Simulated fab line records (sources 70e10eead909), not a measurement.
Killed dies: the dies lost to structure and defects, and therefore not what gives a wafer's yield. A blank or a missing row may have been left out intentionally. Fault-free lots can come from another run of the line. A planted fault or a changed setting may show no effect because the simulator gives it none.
A struck lot beside a sound one    flow nand-harc    27 steps out of a route of 1302
Sound: these wafers, L391.3, L391.4, L391.6. Struck: wafers L405.1, L405.5, L405.6. The cause is given at the end.
For every step that has rows: the tool of each side, followed by ch and its chambers, followed by its first start. Under that, the readings that differ: sound wafers    struck wafers    difference of the means    sigmas: that difference in standard deviations of wafers without a fault.
alike: words and numbers the same on both sides, and readings whose means are apart by under 2 such deviations; not compared: readings that were withheld, readings missing a value for some wafer, numbers with overlapping values and no deviation given by the record, and bounds like >300 which may hide the same value.
A row with sigmas, a row that says differs or no value, or rows on one side alone: a step with any of these is where the two part. Numbers that don't overlap but have no deviation are shown without sigmas and don't part them. A reading that every wafer of one side lacks parts them only if that side has two wafers or more.

NHARC_A_CHANNEL_HOLE_D1_INSPECT_12:
  sound: defect-inspect-02 at day 9 00:47; struck: defect-inspect-02 at day 14 11:12
  alike: raw-defect-count
then, 2 steps without rows for these wafers: NHARC_A_CHANNEL_HOLE_D1_DESCUM_15 (chemistry O2, time 3 s); NHARC_A_CHANNEL_HOLE_D1_ETCH_38 (etches the open film in CF4, target depth 39 nm, time 65 s).
NHARC_A_CHANNEL_HOLE_D1_ETCH_39: etches the open film in N2/H2, target depth 260 nm, time 325 s.
  sound on rie-diel-09 ch 0,1,2; struck on rie-diel-07 ch 0,1
  alike: drypump-motor-current-A, oes-product-au, rf-vpp-V, showerhead-plenum-p-Torr, throttle-valve-pct
  not compared: rf-hours-counter-h
NHARC_A_CHANNEL_HOLE_D1_ETCH_34: etches the open film in CF4/CHF3, target depth 154 nm, time 77 s.
  sound on rie-diel-09 ch 0,2; struck on rie-diel-07 ch 0,1
  alike: chf3-flow-sccm, drypump-motor-current-A, oes-product-au, rf-vpp-V, showerhead-plenum-p-Torr, throttle-valve-pct
  not compared: rf-hours-counter-h
then, 1 step without rows for these wafers: NHARC_A_CHANNEL_HOLE_D1_ETCH_16 (etches the open film in O2/COS, target depth 3100 nm, time 806 s).
NHARC_A_CHANNEL_HOLE_D1_CD_MEAS_18:
  sound: cd-sem-01 at day 9 01:57; struck: cd-sem-03 at day 14 12:25
  alike: cd-nm
then, 1 step without rows for these wafers: NHARC_A_CHANNEL_HOLE_D1_ETCH_19 (etches the open film in C4F8/O2/Ar, time 34.5 s).
NHARC_A_CHANNEL_HOLE_D1_ETCH_20: etches the open film in C4F8/O2/Ar, time 361.9 s, target depth 1600 nm.
  sound on har-etch-01 ch 0,1, day 9 02:18; struck on har-etch-01 ch 0,1, day 14 12:35
  alike: drypump-motor-current-A, showerhead-plenum-p-Torr, throttle-valve-pct
  not compared: rf-hours-counter-h
then, 3 steps without rows for these wafers: NHARC_A_CHANNEL_HOLE_D1_ETCH_21 (etches the open film in C4F8/O2/Ar, time 514.3 s, target depth 1600 nm); NHARC_A_CHANNEL_HOLE_D1_ETCH_22 (etches the open film in C4F8/O2/Ar, time 666.7 s, target depth 1600 nm); NHARC_A_CHANNEL_HOLE_D1_ETCH_23 (etches the open film in C4F8/O2/Ar, time 819 s, target depth 1600 nm).
NHARC_A_CHANNEL_HOLE_D1_ETCH_24: etches the open film in C4F8/O2/Ar, time 906.2 s, target depth 1500 nm.
  sound on har-etch-01 ch 0,1, day 9 04:28; struck on har-etch-01 ch 0,1, day 14 14:37
  alike: drypump-motor-current-A, showerhead-plenum-p-Torr, throttle-valve-pct
  not compared: rf-hours-counter-h
then, 2 steps without rows for these wafers: NHARC_A_CHANNEL_HOLE_D1_ETCH_25 (etches the open film in C4F8/O2/Ar, time 1040.2 s, target depth 1500 nm); NHARC_A_CHANNEL_HOLE_D1_ETCH_26 (etches the open film in C4F8/O2/Ar, time 224.1 s, target depth 300 nm).
NHARC_A_CHANNEL_HOLE_D1_ETCH_33: etches the open film in C4F8/O2/Ar, time 90 s, target depth 400 nm.
  sound on har-etch-01 ch 0,1, day 9 06:08; struck on har-etch-01 ch 0,1, day 14 16:26
  alike: drypump-motor-current-A, showerhead-plenum-p-Torr, throttle-valve-pct
  not compared: rf-hours-counter-h
then, 4 steps without rows for these wafers: NHARC_A_CHANNEL_HOLE_D1_STRIP_41 (strips in N2/H2); NHARC_A_CHANNEL_HOLE_D1_STRIP_42 (strips in CF4/CHF3); NHARC_A_CHANNEL_HOLE_D1_STRIP_43 (strips in O2/COS); NHARC_A_CHANNEL_HOLE_D1_ETCH_44 (etches the open film in CF4/O2, target depth 140 nm, overetch 14 nm, time 77 s).
NHARC_A_CHANNEL_HOLE_D1_STRIP_27: strips in O2.
  sound on rie-diel-09 ch 0,2,3; struck on rie-diel-10 ch 2,3
  alike: drypump-motor-current-A, oes-product-au, rf-vpp-V, showerhead-plenum-p-Torr, throttle-valve-pct
  not compared: rf-hours-counter-h
then, 2 steps without rows for these wafers: NHARC_A_CHANNEL_HOLE_D1_PRECLEAN_28 (cleans in SC1); NHARC_A_CHANNEL_HOLE_D1_SRD_29.
NHARC_A_CHANNEL_HOLE_D1_CD_MEAS_30:
  sound: cd-sem-02 at day 9 07:37; struck: cd-sem-02 at day 14 18:16
  alike: cd-nm
following that, these wafers have no rows for 1 step: NHARC_A_CHANNEL_HOLE_D1_XSEM_31.
NHARC_A_CHANNEL_HOLE_D1_INSPECT_40:
  sound: defect-inspect-01 at day 9 07:48; struck: defect-inspect-02 at day 14 18:38
reading           sound     struck       difference  sigmas
raw-defect-count  31 35 32  874 841 838  +818        +31
  not compared: hold
-- break in the record here, with 16 days between the starts of the struck wafers on either side (left off in module A_CHANNEL_HOLE_D1, picked up again in module END, where the first step shown is number 1302 on the route) --
NHARC_END_SORT_01:
  only the struck wafers appear in the record here, on prober-01 ch 0 at day 30 13:16; the sound ones have no rows

== WHERE THEY PART ==
At NHARC_A_CHANNEL_HOLE_D1_INSPECT_40 first; at NHARC_END_SORT_01 last (within this record only).

WHY: what had been put in by the simulator
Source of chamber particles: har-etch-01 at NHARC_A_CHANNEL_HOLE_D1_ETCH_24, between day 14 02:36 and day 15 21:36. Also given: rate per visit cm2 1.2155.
